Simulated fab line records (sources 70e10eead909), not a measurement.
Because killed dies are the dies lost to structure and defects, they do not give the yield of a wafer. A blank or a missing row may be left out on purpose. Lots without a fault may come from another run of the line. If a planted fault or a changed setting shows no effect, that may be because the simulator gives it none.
Matching of chambers ; flow nandHarc ; NHARC_P_BONDPAD_ACTIVATE_29 on rieDiel-12: 4 sister chambers
The step chemistry N2, time 60 s. 18 wafers are shown with their chamber, then 9 later ones without.

WAFERS WITH THEIR CHAMBER
wafer;chamber;showerheadPlenumPTorr (Torr);drypumpMotorCurrentA (A);rfVppV (V)
L718.2;0;1.66;5.7;63.8
L718.3;3;1.70;5.0;65.0
L718.6;0;1.66;5.7;62.8
L717.2;1;1.71;5.2;61.9
L717.4;3;1.70;5.0;64.6
L717.5;1;1.71;5.2;63.6
L721.1;3;1.70;5.0;63.8
L721.4;3;1.70;5.0;64.0
L721.5;1;1.71;5.2;65.2
L722.2;2;1.87;6.2;64.5
L722.5;0;1.66;5.7;62.3
L722.6;1;1.71;5.2;63.7
L724.1;0;1.66;5.7;62.9
L724.2;2;1.87;6.2;64.0
L724.6;2;1.87;6.2;65.0
L726.1;2;1.87;6.2;65.0
L726.3;1;1.70;5.1;64.1
L726.4;1;1.71;5.2;63.4

SIGNATURES (averages over the wafers above)
reading;chamber 0;chamber 1;chamber 2;chamber 3;scatter within a chamber
showerheadPlenumPTorr;1.6600;1.7083;1.8700;1.7000;0.00244
drypumpMotorCurrentA;5.700;5.183;6.200;5.000;0.0244
rfVppV;62.950;63.650;64.625;64.350;0.779
Rule: for a wafer and a chamber, the distance is found by dividing, reading by reading, the gap between the wafer's reading and the chamber's mean by the reading's scatter, squaring, summing and taking the root. The wafer belongs to the nearest chamber; if the next one is less than 2 further off, it can't be placed. The scatter is the square root of a quotient: the sum, over the shown wafers, of each reading's squared deviation from its chamber's mean, divided by wafers minus chambers.

WAFERS MISSING THEIR CHAMBER
wafer;showerheadPlenumPTorr (Torr);drypumpMotorCurrentA (A);rfVppV (V)
L739.1;1.70;5.2;65.2
L739.2;1.66;5.7;62.7
L739.6;1.66;5.7;63.6
L737.1;1.70;5.2;63.3
L737.3;1.70;5.0;63.5
L737.5;1.70;5.1;62.6
L738.2;1.70;5.0;63.8
L738.4;1.87;6.2;65.2
L738.5;1.87;6.2;64.0

THE CHAMBER EACH PASSED THROUGH
wafer;from the rows above;in truth
L739.1;1;1
L739.2;0;0
L739.6;0;0
L737.1;1;1
L737.3;3;3
L737.5;can't be placed: 3 or 1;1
L738.2;3;3
L738.4;2;2
L738.5;2;2
8 of 9 placed correctly. Unplaceable from these rows: 1, with the true chamber sitting among the candidates in 1. Placed wrongly: 0.
